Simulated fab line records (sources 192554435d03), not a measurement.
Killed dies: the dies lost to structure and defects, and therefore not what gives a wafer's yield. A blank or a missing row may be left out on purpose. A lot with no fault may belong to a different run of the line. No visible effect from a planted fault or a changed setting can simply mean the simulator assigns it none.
Matching of chambers + flow n5Finfet + rieDiel-01 running N5_BEOL_M4_ETCHBACK_99: 4 sister chambers
The step etches SiO2 in CHF3, target depth 5 nm, time 10.4 s. 8 wafers are shown with their chamber, then 9 later ones without.

## EACH WAFER AND ITS CHAMBER
| wafer  | chamber | drypumpMotorCurrentA (A) | throttleValvePct (%) |
|--------|---------|--------------------------|----------------------|
| L079.1 | 1       | 6.1                      | 17.30                |
| L079.3 | 2       | 6.3                      | 17.10                |
| L079.5 | 2       | 6.4                      | 17.10                |
| L087.2 | 0       | 5.5                      | 16.91                |
| L087.6 | 1       | 6.1                      | 17.32                |
| L088.1 | 3       | 5.3                      | 17.19                |
| L088.5 | 0       | 5.4                      | 16.91                |
| L088.6 | 3       | 5.3                      | 17.17                |

## WAFERS MISSING THEIR CHAMBER
| wafer  | drypumpMotorCurrentA (A) | throttleValvePct (%) |
|--------|--------------------------|----------------------|
| L092.1 | 6.1                      | 17.35                |
| L092.2 | 6.4                      | 16.66                |
| L092.4 | 6.4                      | 16.65                |
| L096.1 | 5.3                      | 16.74                |
| L096.4 | 6.1                      | 17.38                |
| L096.5 | 6.3                      | 16.68                |
| L097.1 | 6.1                      | 17.36                |
| L097.4 | 6.4                      | 16.68                |
| L097.6 | 5.3                      | 16.76                |

## THE CHAMBER EACH PASSED THROUGH
| wafer  | from the rows above | in truth                   |
|--------|---------------------|----------------------------|
| L092.1 | 1                   | 1                          |
| L092.2 | 0                   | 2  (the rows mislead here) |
| L092.4 | 0                   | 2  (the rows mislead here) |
| L096.1 | 0                   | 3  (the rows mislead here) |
| L096.4 | 1                   | 1                          |
| L096.5 | 0                   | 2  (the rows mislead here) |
| L097.1 | 1                   | 1                          |
| L097.4 | 0                   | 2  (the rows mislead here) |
| L097.6 | 0                   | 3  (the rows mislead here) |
Correctly placed: 3 of 9. From these rows, 0 cannot be placed. Wrongly placed: 6.
How it was worked out, from the rows above alone: a wafer's distance from a chamber is the root of the sum, over the readings, of the square of ((its reading less the chamber's mean) divided by the reading's scatter). If the next closest chamber is less than 2 further off than the closest, the wafer can't be placed; otherwise it belongs to the closest. For every chamber, the mean is computed from those of its wafers that are shown. The scatter: take each reading less its chamber's mean, square it, sum over the shown wafers, divide by the number of wafers less the number of chambers, and take the root.
